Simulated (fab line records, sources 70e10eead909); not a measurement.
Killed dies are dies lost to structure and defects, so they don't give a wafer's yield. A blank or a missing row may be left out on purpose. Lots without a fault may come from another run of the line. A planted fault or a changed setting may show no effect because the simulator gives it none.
Which tool did it? | flow nand_harc | 13 lots, 39 wafers sampled, at 5 steps of a route of 1302

WHAT THE GAUGES READ, wafer by wafer
NHARC_END_SORT_01. Usual: killed_at_array 50, standard deviation 20; killed_at_other 1.2, standard deviation 1.5; killed_at_periphery 3.6, standard deviation 2.6; killed_dies 55, standard deviation 20; killed_open 3.4, standard deviation 2; killed_short 2.7, standard deviation 1.6.
lot  | measured     | on        | killed_at_array | killed_at_other | killed_at_periphery | killed_dies | killed_open | killed_short | flag
L906 | day 28 17:11 | prober-02 | 41 40 50        | 0 0 2           | 4 2 2               | 45 42 54    | 3 3 3       | 3 2 4        |
L914 | day 32 02:38 | prober-02 | 64 51 52        | 0 0 0           | 0 2 1               | 64 53 53    | 5 5 2       | 3 3 3        |
L916 | day 33 06:53 | prober-02 | 69 31 66        | 4 3 1           | 4 4 7               | 77 38 74    | 1 4 2       | 3 3 3        |
L917 | day 32 17:44 | prober-01 | 24 19 23        | 3 2 1           | 3 2 3               | 30 23 27    | 4 5 4       | 3 0 1        |
L918 | day 33 14:21 | prober-01 | 52 37 55        | 0 1 0           | 6 8 2               | 58 46 57    | 3 6 2       | 4 0 1        |

WHICH TOOL RAN EACH LOT (tool, then ch and the chambers of the sampled wafers, then the start)
lot  | NHARC_A_CHANNEL_FILL_D2_PRECLEAN_00 | NHARC_A_CHANNEL_FILL_D2_ALD_03                 | NHARC_A_CHANNEL_FILL_D2_ALD_15                 | NHARC_A_CHANNEL_FILL_D2_ETCHBACK_20
L896 | wet_bench-04 ch 1,3,6, day 13 18:07 | ald_sin_batch-03 ch 0, day 14 17:11 or earlier | ald_sin_batch-01 ch 0, day 14 17:11 or earlier | rie_diel-13 ch 0,1,3, day 14 17:11
L899 | wet_bench-06 ch 3,6,7, day 14 21:38 | ald_sin_batch-02 ch 0, day 15 21:49 or earlier | ald_sin_batch-02 ch 0, day 15 21:49 or earlier | rie_diel-13 ch 0,3, day 15 21:49
L898 | wet_bench-04 ch 0,4,5, day 14 23:38 | ald_sin_batch-02 ch 0, day 15 21:50 or earlier | ald_sin_batch-02 ch 0, day 15 21:50 or earlier | rie_diel-12 ch 1,2,3, day 15 21:50
L901 | wet_bench-02 ch 0,3,5, day 15 08:47 | ald_sin_batch-01 ch 0, day 15 19:04 or earlier | ald_sin_batch-02 ch 0, day 15 19:04            | rie_diel-10 ch 0,2, day 16 09:05
L905 | wet_bench-06 ch 2,3,6, day 17 09:01 | ald_sin_batch-03 ch 0, day 18 10:20 or earlier | ald_sin_batch-01 ch 0, day 18 10:20 or earlier | rie_diel-13 ch 0,2,3, day 18 10:20
L906 | wet_bench-02 ch 0,2,4, day 17 20:42 | ald_sin_batch-01 ch 0, day 19 00:05 or earlier | ald_sin_batch-01 ch 0, day 19 00:05 or earlier | rie_diel-13 ch 0,2,3, day 19 00:05
L907 | wet_bench-02 ch 0,3,4, day 18 05:50 | ald_sin_batch-03 ch 0, day 19 05:44 or earlier | ald_sin_batch-02 ch 0, day 19 05:44 or earlier | rie_diel-12 ch 2,3, day 19 05:44
L914 | wet_bench-06 ch 2,3,7, day 20 23:44 | ald_sin_batch-02 ch 0, day 22 03:40 or earlier | ald_sin_batch-03 ch 0, day 22 03:40 or earlier | rie_diel-12 ch 0,1,2, day 22 03:40
L915 | wet_bench-02 ch 1,3,4, day 21 14:48 | ald_sin_batch-01 ch 0, day 22 01:16 or earlier | ald_sin_batch-02 ch 0, day 22 01:16            | rie_diel-12 ch 1,2,3, day 22 15:35
L916 | wet_bench-04 ch 0,3,7, day 22 07:05 | ald_sin_batch-03 ch 0, day 23 07:37 or earlier | ald_sin_batch-03 ch 0, day 23 07:37 or earlier | rie_diel-12 ch 1,2, day 23 07:37
L917 | wet_bench-06 ch 0,3,7, day 22 10:10 | ald_sin_batch-02 ch 0, day 23 10:55 or earlier | ald_sin_batch-03 ch 0, day 23 10:55 or earlier | rie_diel-12 ch 0,2,3, day 23 10:55
L918 | wet_bench-04 ch 1,3,7, day 23 02:29 | ald_sin_batch-03 ch 0, day 24 03:13 or earlier | ald_sin_batch-02 ch 0, day 24 03:13 or earlier | rie_diel-12 ch 0,1,3, day 24 03:13
L919 | wet_bench-06 ch 1,3,6, day 23 05:28 | ald_sin_batch-03 ch 0, day 24 03:13 or earlier | ald_sin_batch-02 ch 0, day 24 03:13 or earlier | rie_diel-13 ch 2,3, day 24 03:13
- NHARC_A_CHANNEL_FILL_D2_PRECLEAN_00: cleans in SC1.
- NHARC_A_CHANNEL_FILL_D2_ALD_03: deposits SiNx, target thk 6 nm, pulse time 60 s, ald cycles 58.
- NHARC_A_CHANNEL_FILL_D2_ALD_15: deposits SiNx, target thk 2 nm, pulse time 60 s, ald cycles 19.
- NHARC_A_CHANNEL_FILL_D2_ETCHBACK_20: etches the open film in C4F8/O2/Ar, target depth 27 nm, time 13.5 s.

WHAT THE TOOLS THEMSELVES READ (means of the sampled wafers that have a number; where no wafer has one, the mark that the record gives instead)
NHARC_A_CHANNEL_FILL_D2_PRECLEAN_00. Usual: bath_guard_temp_C 50.1 C, standard deviation 0.47; nh4oh_flow_mL_min 28.31, standard deviation 0.098.
lot  | tool         | bath_guard_temp_C (C) | nh4oh_flow_mL_min | flag
L896 | wet_bench-04 | 49.9                  | 28.29             |
L899 | wet_bench-06 | 49.9                  | 28.30             |
L898 | wet_bench-04 | 50.5                  | 28.34             |
L901 | wet_bench-02 | 49.8                  | 28.28             |
L905 | wet_bench-06 | 49.9                  | 28.36             |
L906 | wet_bench-02 | -                     | -                 | OFF
L907 | wet_bench-02 | -                     | -                 | OFF
L914 | wet_bench-06 | 49.8                  | 28.27             |
L915 | wet_bench-02 | 50.4                  | 28.28             |
L916 | wet_bench-04 | 50.4                  | 28.46             |
L917 | wet_bench-06 | 49.8                  | 28.35             |
L918 | wet_bench-04 | 50.2                  | 28.36             |
L919 | wet_bench-06 | 50.3                  | 28.33             |

NHARC_A_CHANNEL_FILL_D2_ALD_03. Usual: precursor_pulse_height_rel 1.001, standard deviation 0.021.
lot  | tool             | precursor_pulse_height_rel | flag
L896 | ald_sin_batch-03 | 1.031                      |
L899 | ald_sin_batch-02 | 1.003                      |
L898 | ald_sin_batch-02 | 0.974                      |
L901 | ald_sin_batch-01 | 0.983                      |
L905 | ald_sin_batch-03 | 1.007                      |
L906 | ald_sin_batch-01 | 0.977                      |
L907 | ald_sin_batch-03 | 0.993                      |
L914 | ald_sin_batch-02 | 1.004                      |
L915 | ald_sin_batch-01 | 0.996                      |
L916 | ald_sin_batch-03 | 0.978                      |
L917 | ald_sin_batch-02 | 1.001                      |
L918 | ald_sin_batch-03 | 1.000                      |
L919 | ald_sin_batch-03 | 0.967                      |

NHARC_A_CHANNEL_FILL_D2_ALD_15. Usual: precursor_pulse_height_rel 1.000, standard deviation 0.019.
lot  | tool             | precursor_pulse_height_rel | flag
L896 | ald_sin_batch-01 | 0.996                      |
L899 | ald_sin_batch-02 | 0.991                      |
L898 | ald_sin_batch-02 | 0.994                      |
L901 | ald_sin_batch-02 | 1.012                      |
L905 | ald_sin_batch-01 | 1.021                      |
L906 | ald_sin_batch-01 | 0.990                      |
L907 | ald_sin_batch-02 | 1.027                      |
L914 | ald_sin_batch-03 | 1.010                      |
L915 | ald_sin_batch-02 | 1.012                      |
L916 | ald_sin_batch-03 | 1.011                      |
L917 | ald_sin_batch-03 | 1.012                      |
L918 | ald_sin_batch-02 | 0.993                      |
L919 | ald_sin_batch-02 | 1.004                      |

NHARC_A_CHANNEL_FILL_D2_ETCHBACK_20. Usual: bias_w 1499 W, standard deviation 4.7; oes_product_au 0.987 a.u., standard deviation 0.023; rf_vpp_V 975 V, standard deviation 4.6.
lot  | tool        | bias_w (W) | oes_product_au (a.u.) | rf_vpp_V (V) | flag
L896 | rie_diel-13 | 1501       | 0.987                 | 972          |
L899 | rie_diel-13 | 1507       | 1.005                 | 973          |
L898 | rie_diel-12 | 1503       | 0.919                 | 979          |
L901 | rie_diel-10 | 1497       | 0.994                 | 976          |
L905 | rie_diel-13 | 1501       | 0.987                 | 972          |
L906 | rie_diel-13 | 1496       | 0.990                 | 972          |
L907 | rie_diel-12 | 1496       | 0.991                 | 977          |
L914 | rie_diel-12 | 1501       | 0.994                 | 977          |
L915 | rie_diel-12 | 1500       | 1.005                 | 980          |
L916 | rie_diel-12 | 1499       | 1.004                 | 980          |
L917 | rie_diel-12 | 1503       | 1.007                 | 976          |
L918 | rie_diel-12 | 1500       | 0.971                 | 977          |
L919 | rie_diel-13 | 1496       | 0.994                 | 973          |

THE ANSWER, worked out from the rows above alone
Rule: a lot is off if the mean of its wafers that have a number lies more than 3 standard deviations from the usual mean. A lot without any number at a reading at which 4 lots or more have one is off too. The other lots that the step has rows for count as sound. The gauges are gone through in route order, then the tools' own readings, and for those a lot's mean is taken as printed above. The first step at which some lot is off is used, and at that step the reading that is off furthest; a lot without a number counts as furthest.
Off: L906, L907, at NHARC_A_CHANNEL_FILL_D2_PRECLEAN_00 (bath_guard_temp_C). Without a number there: L906, L907.
A tool fits if, at that step or a process step before it, it ran every lot that is off, and no sound lot after the first of them. None of those tried fits.

WHAT THE SIMULATOR HAD PUT IN
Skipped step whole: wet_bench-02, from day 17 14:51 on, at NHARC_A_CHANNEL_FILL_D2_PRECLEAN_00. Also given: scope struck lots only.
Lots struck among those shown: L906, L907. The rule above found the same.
